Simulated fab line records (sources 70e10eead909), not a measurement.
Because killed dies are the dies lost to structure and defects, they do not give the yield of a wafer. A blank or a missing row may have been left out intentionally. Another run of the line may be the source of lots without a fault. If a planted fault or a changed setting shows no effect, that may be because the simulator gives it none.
A single fault, viewed from 2 desks -- flow nand harc -- each desk holds nothing but its own numbers, with what lay behind them at the end

## FROM THE METROLOGY DESK
What the gauges read, lot by lot, whatever tool the lot ran on: means of the sampled wafers that have a number. Marked OUT: a lot whose mean sits more than 4 standard deviations from the usual mean, which makes it out of limits; the brackets give that distance.
Columns: A = cd nm at NHARC_A_CHANNEL_HOLE_D1_CD_MEAS_18, usual 99.7 nm
lot,first seen here,A
L999,day 8 21:14,101.5
L102,day 9 00:59,101.7
L101,day 9 01:56,99.4
L104,day 9 19:49,101.7
L105,day 10 05:23,101.2
L107,day 10 12:37,99.5
L110,day 11 13:18,98.9
L116,day 12 21:08,99.9
L117,day 13 07:23,99.5
L119,day 13 09:10,100.3
L120,day 14 04:25,98.4
L121,day 14 04:39,99.2
This desk's verdict: no lot among the 12 shows anything out of limits.

## AT THE TOOL OWNER'S DESK: rie diel-04
The tool's own readings at NHARC_A_CHANNEL_HOLE_D1_ETCH_44 (etches the open film in CF4/O2, target depth 140 nm, overetch 14 nm, time 77 s): means of the sampled wafers that have a number, for each lot that ran on this tool. Marked OUT: a lot whose mean sits more than 4 standard deviations from the usual mean, which makes it out of limits; the brackets give that distance.
Columns: A = drypump motor current A at NHARC_A_CHANNEL_HOLE_D1_ETCH_44, usual 5.9 A; B = oes product au at NHARC_A_CHANNEL_HOLE_D1_ETCH_44, usual 1.003 a.u.; C = rf vpp V at NHARC_A_CHANNEL_HOLE_D1_ETCH_44, usual 197.5 V; D = run length s at NHARC_A_CHANNEL_HOLE_D1_ETCH_44, usual 98.3 s; E = showerhead plenum p Torr at NHARC_A_CHANNEL_HOLE_D1_ETCH_44, usual 1.32 Torr; F = throttle valve pct at NHARC_A_CHANNEL_HOLE_D1_ETCH_44, usual 13.397 %
lot,first seen here,A,B,C,D,E,F
L999,day 9 02:33,5.9,1.005,196.3,98.5,1.28,13.401
L101,day 9 07:53,6.1,0.996,196.6,98.0,1.28,13.403
L104,day 10 00:37,6.1,0.994,196.6,98.5,1.28,13.398
L107,day 10 17:25,6.1,1.003,196.9,97.9,1.28,13.391
L110,day 11 21:25,6.0,0.999,196.7,98.5,1.26,13.398
L117,day 13 12:12,5.6,0.996,197.7,86.5 (-27) OUT,1.30,13.403
L119,day 13 16:23,6.2,0.994,196.3,86.2 (-28) OUT,1.26,13.391
This desk's verdict: out of limits on L117, L119, starting with L117 at day 13 12:12 (run length s at NHARC_A_CHANNEL_HOLE_D1_ETCH_44). L999, L101, L104, L107, L110: within limits.

## TAKEN TOGETHER
The tool owner's desk had the chance to raise an alarm at day 13 12:12 on L117, L119.
Nothing out of limits was seen by the metrology desk.
The metrology desk has L117, L119 on record, within its limits.
The lots listed all ran NHARC_A_CHANNEL_HOLE_D1_ETCH_44 on rie diel-04.

## WHAT THE SIMULATOR HAD INSERTED
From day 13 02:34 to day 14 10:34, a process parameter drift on rie diel-04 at NHARC_A_CHANNEL_HOLE_D1_ETCH_44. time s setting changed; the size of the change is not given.
Shown lots that were struck: L117, L119.
Hours from the fault's start to each desk's first reading out of limits: the tool owner's desk, 10.
